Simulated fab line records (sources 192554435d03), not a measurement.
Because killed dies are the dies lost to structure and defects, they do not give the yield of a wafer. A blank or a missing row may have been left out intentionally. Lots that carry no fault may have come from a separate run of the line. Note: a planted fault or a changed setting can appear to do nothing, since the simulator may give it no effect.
Chamber matching / flow n5-finfet / N5_SDB_ETCH_25 on rie-diel-05: 4 sister chambers
The step etches SiO2 in C4F6/O2, target depth 10 nm, time 3.3 s. 14 wafers are shown with their chamber, then 7 later ones without.

== WAFERS PAIRED WITH THEIR CHAMBERS ==
wafer=L079.1; chamber=0; rf-vpp-V (V)=675; showerhead-plenum-p-Torr (Torr)=2.79; throttle-valve-pct (%)=20.99
wafer=L079.4; chamber=3; rf-vpp-V (V)=638; showerhead-plenum-p-Torr (Torr)=2.75; throttle-valve-pct (%)=21.29
wafer=L079.5; chamber=2; rf-vpp-V (V)=671; showerhead-plenum-p-Torr (Torr)=2.90; throttle-valve-pct (%)=20.76
wafer=L081.2; chamber=2; rf-vpp-V (V)=671; showerhead-plenum-p-Torr (Torr)=2.90; throttle-valve-pct (%)=20.79
wafer=L081.4; chamber=3; rf-vpp-V (V)=639; showerhead-plenum-p-Torr (Torr)=2.75; throttle-valve-pct (%)=21.30
wafer=L081.6; chamber=0; rf-vpp-V (V)=675; showerhead-plenum-p-Torr (Torr)=2.79; throttle-valve-pct (%)=20.98
wafer=L082.1; chamber=1; rf-vpp-V (V)=673; showerhead-plenum-p-Torr (Torr)=2.76; throttle-valve-pct (%)=21.28
wafer=L082.2; chamber=3; rf-vpp-V (V)=637; showerhead-plenum-p-Torr (Torr)=2.74; throttle-valve-pct (%)=21.30
wafer=L082.6; chamber=3; rf-vpp-V (V)=637; showerhead-plenum-p-Torr (Torr)=2.74; throttle-valve-pct (%)=21.30
wafer=L085.1; chamber=3; rf-vpp-V (V)=637; showerhead-plenum-p-Torr (Torr)=2.74; throttle-valve-pct (%)=21.33
wafer=L085.3; chamber=2; rf-vpp-V (V)=670; showerhead-plenum-p-Torr (Torr)=2.90; throttle-valve-pct (%)=20.80
wafer=L085.6; chamber=2; rf-vpp-V (V)=670; showerhead-plenum-p-Torr (Torr)=2.90; throttle-valve-pct (%)=20.79
wafer=L089.2; chamber=3; rf-vpp-V (V)=638; showerhead-plenum-p-Torr (Torr)=2.74; throttle-valve-pct (%)=21.33
wafer=L089.5; chamber=0; rf-vpp-V (V)=673; showerhead-plenum-p-Torr (Torr)=2.78; throttle-valve-pct (%)=20.68

SIGNATURES (means of the wafers above)
reading=rf-vpp-V; chamber 0=674.33; chamber 1=673.00; chamber 2=670.50; chamber 3=637.67; scatter within a chamber=0.837
reading=showerhead-plenum-p-Torr; chamber 0=2.7867; chamber 1=2.7600; chamber 2=2.9000; chamber 3=2.7433; scatter within a chamber=0.00447
reading=throttle-valve-pct; chamber 0=20.8833; chamber 1=21.2800; chamber 2=20.7850; chamber 3=21.3083; scatter within a chamber=0.0803
Rule: distance of a wafer from a chamber = root of the sum over the readings of ((wafer's reading minus chamber's mean) / reading's scatter) squared. The wafer belongs to the nearest chamber; if the next one is less than 2 further off, it can't be placed. The scatter: take each reading less its chamber's mean, square it, sum over the shown wafers, divide by the number of wafers less the number of chambers, and take the root.

== WAFERS MISSING THEIR CHAMBER ==
wafer=L089.6; rf-vpp-V (V)=638; showerhead-plenum-p-Torr (Torr)=2.74; throttle-valve-pct (%)=21.33
wafer=L090.2; rf-vpp-V (V)=675; showerhead-plenum-p-Torr (Torr)=2.78; throttle-valve-pct (%)=20.69
wafer=L090.5; rf-vpp-V (V)=673; showerhead-plenum-p-Torr (Torr)=2.75; throttle-valve-pct (%)=21.27
wafer=L090.6; rf-vpp-V (V)=674; showerhead-plenum-p-Torr (Torr)=2.78; throttle-valve-pct (%)=20.69
wafer=L097.1; rf-vpp-V (V)=670; showerhead-plenum-p-Torr (Torr)=2.89; throttle-valve-pct (%)=20.82
wafer=L097.2; rf-vpp-V (V)=638; showerhead-plenum-p-Torr (Torr)=2.73; throttle-valve-pct (%)=21.35
wafer=L097.6; rf-vpp-V (V)=675; showerhead-plenum-p-Torr (Torr)=2.78; throttle-valve-pct (%)=20.70

== EACH ONE'S CHAMBER ==
wafer=L089.6; from the rows above=3; in truth=3
wafer=L090.2; from the rows above=0; in truth=0
wafer=L090.5; from the rows above=1; in truth=1
wafer=L090.6; from the rows above=0; in truth=0
wafer=L097.1; from the rows above=2; in truth=2
wafer=L097.2; from the rows above=3; in truth=3
wafer=L097.6; from the rows above=0; in truth=0
Correctly placed: 7 of 7. From these rows, 0 cannot be placed. Number placed wrongly: 0.
